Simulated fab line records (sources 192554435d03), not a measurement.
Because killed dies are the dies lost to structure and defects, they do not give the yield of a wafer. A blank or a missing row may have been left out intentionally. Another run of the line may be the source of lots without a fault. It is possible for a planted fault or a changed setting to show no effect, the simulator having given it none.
Chamber matching | flow n5-finfet | N5_BEOL_M5_STRIP_19 on rie-diel-06: 4 sister chambers
The step strips in O2. 18 wafers are shown with their chamber, then 9 later ones without.

## EACH WAFER AND ITS CHAMBER
wafer  | chamber | drypump-motor-current-A (A) | oes-product-au (a.u.) | throttle-valve-pct (%)
L075.1 | 2       | 5.6                         | 0.74                  | 16.64
L075.2 | 3       | 5.6                         | 0.71                  | 16.89
L075.6 | 3       | 5.7                         | 0.71                  | 16.88
L074.2 | 3       | 5.6                         | 0.72                  | 16.88
L074.3 | 2       | 5.6                         | 0.74                  | 16.65
L074.5 | 3       | 5.7                         | 0.72                  | 16.90
L078.1 | 3       | 5.7                         | 0.71                  | 16.88
L078.3 | 2       | 5.6                         | 0.74                  | 16.65
L078.5 | 3       | 5.7                         | 0.71                  | 16.87
L076.1 | 2       | 5.7                         | 0.74                  | 16.66
L076.3 | 0       | 5.2                         | 0.80                  | 16.86
L076.6 | 2       | 5.6                         | 0.74                  | 16.63
L077.1 | 1       | 6.5                         | 0.68                  | 16.80
L077.4 | 0       | 5.2                         | 0.80                  | 16.87
L077.5 | 3       | 5.6                         | 0.71                  | 16.89
L079.1 | 3       | 5.6                         | 0.72                  | 16.88
L079.4 | 1       | 6.5                         | 0.67                  | 16.79
L079.6 | 0       | 5.1                         | 0.79                  | 16.84

SIGNATURES (averages over the wafers above)
reading                 | chamber 0 | chamber 1 | chamber 2 | chamber 3 | scatter within a chamber
drypump-motor-current-A | 5.167     | 6.500     | 5.620     | 5.650     | 0.0498
oes-product-au          | 0.7967    | 0.6750    | 0.7400    | 0.7137    | 0.00466
throttle-valve-pct      | 16.8567   | 16.7950   | 16.6460   | 16.8837   | 0.0108
Rule: a wafer lies at a distance from a chamber equal to the root of the sum of squares, over the readings, of (its reading less the chamber's mean, divided by the reading's scatter). The wafer belongs to the nearest chamber; if the next one is less than 2 further off, it can't be placed. The scatter: the root of (the sum of the squares of (reading less its chamber's mean) over the shown wafers, divided by (wafers less chambers)).

## WAFERS WHOSE CHAMBER IS MISSING
wafer  | drypump-motor-current-A (A) | oes-product-au (a.u.) | throttle-valve-pct (%)
L086.1 | 5.1                         | 0.77                  | 16.90
L086.2 | 5.7                         | 0.69                  | 16.92
L086.4 | 5.7                         | 0.69                  | 16.93
L091.1 | 5.2                         | 0.76                  | 16.93
L091.2 | 5.6                         | 0.72                  | 16.72
L091.4 | 5.6                         | 0.72                  | 16.70
L092.4 | 5.6                         | 0.68                  | 16.96
L092.5 | 5.2                         | 0.76                  | 16.92
L092.6 | 6.5                         | 0.96                  | 16.38

## THE CHAMBER EACH PASSED THROUGH
wafer  | from the rows above | in truth
L086.1 | 0                   | 0
L086.2 | 3                   | 3
L086.4 | 3                   | 3
L091.1 | 0                   | 0
L091.2 | 2                   | 2
L091.4 | 2                   | 2
L092.4 | 3                   | 3
L092.5 | 0                   | 0
L092.6 | 2                   | 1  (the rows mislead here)
8 of 9 placed correctly. Can't be placed from these rows: 0. 1 placed wrongly.
